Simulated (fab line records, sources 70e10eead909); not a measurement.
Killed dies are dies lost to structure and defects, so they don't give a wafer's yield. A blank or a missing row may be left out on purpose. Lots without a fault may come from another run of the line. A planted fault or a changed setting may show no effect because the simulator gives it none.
Which tool did it? | flow nand_harc | 14 lots, 42 wafers sampled, at 5 steps of a route of 1159

WHAT THE GAUGES READ, wafer by wafer
NHARC_END_SORT_01. Usual: killed_at_array 27, standard deviation 10; killed_at_other 0.6, standard deviation 0.96; killed_at_periphery 3.4, standard deviation 2.7; killed_dies 31, standard deviation 10; killed_open 2.9, standard deviation 1.8; killed_short 1.8, standard deviation 1.4.
lot  | measured     | on        | killed_at_array | killed_at_other | killed_at_periphery | killed_dies | killed_open | killed_short | flag
L996 | day 21 12:47 | prober-01 | 668 665 664     | 1 0 1           | 8 12 12             | 677 677 677 | 1 1 3       | 2 5 1        | OFF
L995 | day 21 21:16 | prober-01 | 675 670 668     | 0 0 0           | 2 7 9               | 677 677 677 | 1 5 7       | 1 2 0        | OFF

WHICH TOOL RAN EACH LOT (tool, then ch and the chambers of the sampled wafers, then the start)
lot  | NHARC_A_CONTACT_ETCH_118             | NHARC_A_CONTACT_ETCH_120             | NHARC_A_CONTACT_ETCH_123             | NHARC_A_CONTACT_DEP_58
L991 | har_cap_etch-02 ch 0,1, day 16 10:31 | har_cap_etch-02 ch 0,1, day 16 10:43 | har_cap_etch-02 ch 0,1, day 16 11:01 | pecvd-03 ch 0,1,2, day 17 00:06
L989 | har_cap_etch-01 ch 0,1, day 16 11:37 | har_cap_etch-01 ch 0,1, day 16 11:48 | har_cap_etch-01 ch 0,1, day 16 12:11 | pecvd-03 ch 1,2, day 17 02:32
L994 | har_cap_etch-02 ch 0,1, day 18 01:39 | har_cap_etch-02 ch 0,1, day 18 01:50 | har_cap_etch-02 ch 0,1, day 18 02:06 | pecvd-03 ch 0,1,2, day 18 05:38
L996 | har_cap_etch-03 ch 0,1, day 18 18:45 | har_cap_etch-03 ch 0,1, day 18 18:56 | har_cap_etch-03 ch 0,1, day 18 19:14 | pecvd-03 ch 0,1,2, day 18 22:43
L995 | har_cap_etch-01 ch 0,1, day 18 23:35 | har_cap_etch-01 ch 0,1, day 18 23:46 | har_cap_etch-01 ch 0,1, day 19 00:05 | pecvd-03 ch 1,2, day 19 06:09
L103 | har_cap_etch-03 ch 0,1, day 19 13:11 | har_cap_etch-03 ch 0,1, day 19 13:22 | har_cap_etch-03 ch 0,1, day 19 13:41 | pecvd-03 ch 1,2, day 19 18:23
L100 | har_cap_etch-01 ch 0,1, day 19 13:30 | har_cap_etch-01 ch 0,1, day 19 13:41 | har_cap_etch-01 ch 0,1, day 19 13:59 | pecvd-03 ch 0,1,2, day 19 17:34
L104 | har_cap_etch-03 ch 0,1, day 20 06:42 | har_cap_etch-03 ch 0,1, day 20 06:53 | har_cap_etch-03 ch 0,1, day 20 07:10 | pecvd-01 ch 0,2, day 20 11:10
L105 | har_cap_etch-02 ch 0,1, day 20 07:43 | har_cap_etch-02 ch 0,1, day 20 07:54 | har_cap_etch-02 ch 0,1, day 20 08:11 | pecvd-04 ch 0,1, day 20 12:58
L106 | har_cap_etch-03 ch 0,1, day 21 10:01 | har_cap_etch-03 ch 0,1, day 21 10:12 | har_cap_etch-03 ch 0,1, day 21 10:35 | pecvd-04 ch 0,1,2, day 21 14:02
L108 | har_cap_etch-02 ch 0,1, day 21 12:17 | har_cap_etch-02 ch 0,1, day 21 12:28 | har_cap_etch-02 ch 0,1, day 21 12:44 | pecvd-01 ch 0,2, day 21 16:50
L110 | har_cap_etch-02 ch 0,1, day 22 01:10 | har_cap_etch-02 ch 0,1, day 22 01:20 | har_cap_etch-02 ch 0,1, day 22 01:37 | pecvd-01 ch 0,2, day 22 05:14
L109 | har_cap_etch-03 ch 0,1, day 22 01:52 | har_cap_etch-03 ch 0,1, day 22 02:03 | har_cap_etch-03 ch 0,1, day 22 02:22 | pecvd-01 ch 0,2, day 22 06:11
L111 | har_cap_etch-02 ch 0, day 22 20:07   | har_cap_etch-02 ch 0, day 22 20:17   | har_cap_etch-02 ch 0, day 22 20:36   | pecvd-03 ch 0,1,2, day 23 00:15
- NHARC_A_CONTACT_ETCH_118: etches the open film in C4F8/O2/Ar, time 94 s, target depth 922 nm.
- NHARC_A_CONTACT_ETCH_120: etches the open film in C4F8/O2/Ar, time 94 s, target depth 922 nm.
- NHARC_A_CONTACT_ETCH_123: etches the open film in C4F8/O2/Ar, time 253 s, target depth 1090 nm.
- NHARC_A_CONTACT_DEP_58: deposits SiON, target thk 60 nm.

WHAT THE TOOLS THEMSELVES READ (means of the sampled wafers that have a number; where no wafer has one, the mark that the record gives instead)
NHARC_A_CONTACT_DEP_58. Usual: chamber_pressure_Torr 3.500 Torr, standard deviation 0.0071; heater_power_outer_w 443 W, standard deviation 58; heater_power_w 761 W, standard deviation 67.
lot  | tool     | chamber_pressure_Torr (Torr) | heater_power_outer_w (W) | heater_power_w (W) | flag
L991 | pecvd-03 | 3.500                        | 427                      | 758                |
L989 | pecvd-03 | 3.500                        | 390                      | 675                |
L994 | pecvd-03 | 3.505                        | 395                      | 716                |
L996 | pecvd-03 | -                            | -                        | -                  | OFF
L995 | pecvd-03 | -                            | -                        | -                  | OFF
L103 | pecvd-03 | 3.508                        | 465                      | 774                |
L100 | pecvd-03 | 3.496                        | 448                      | 779                |
L104 | pecvd-01 | 3.502                        | 419                      | 721                |
L105 | pecvd-04 | 3.504                        | 468                      | 801                |
L106 | pecvd-04 | 3.492                        | 420                      | 740                |
L108 | pecvd-01 | 3.498                        | 498                      | 822                |
L110 | pecvd-01 | 3.498                        | 448                      | 764                |
L109 | pecvd-01 | 3.503                        | 490                      | 808                |
L111 | pecvd-03 | 3.499                        | 417                      | 762                |

THE ANSWER, worked out from the rows above alone
Rule: a lot is off if the mean of its wafers that have a number lies more than 3 standard deviations from the usual mean. A lot without any number at a reading at which 4 lots or more have one is off too. The other lots that the step has rows for count as sound. The gauges are gone through in route order, then the tools' own readings, and for those a lot's mean is taken as printed above. The first step at which some lot is off is used, and at that step the reading that is off furthest; a lot without a number counts as furthest.
Off: L996, L995, at NHARC_END_SORT_01 (killed_dies). Neither off nor sound, because the step has no rows for them: L991, L989, L994, L103, L100, L104, L105, L106, L108, L110, L109, L111.
A tool fits if, at a process step before that reading, it ran every lot that is off, and no sound lot after the first of them. The gauges at NHARC_END_SORT_01 aren't tried: what is off there is off at NHARC_A_CONTACT_DEP_58 too, on other tools, and a gauge's error can't cause that. One fits: pecvd-03 at NHARC_A_CONTACT_DEP_58. It ran no sound lot before its first lot that is off in this sample, so the start can't be narrowed down.

WHAT THE SIMULATOR HAD PUT IN
Skipped step whole: pecvd-03, from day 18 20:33 on, at NHARC_A_CONTACT_DEP_58. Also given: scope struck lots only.
Lots struck among those shown: L996, L995. The rule above found the same.
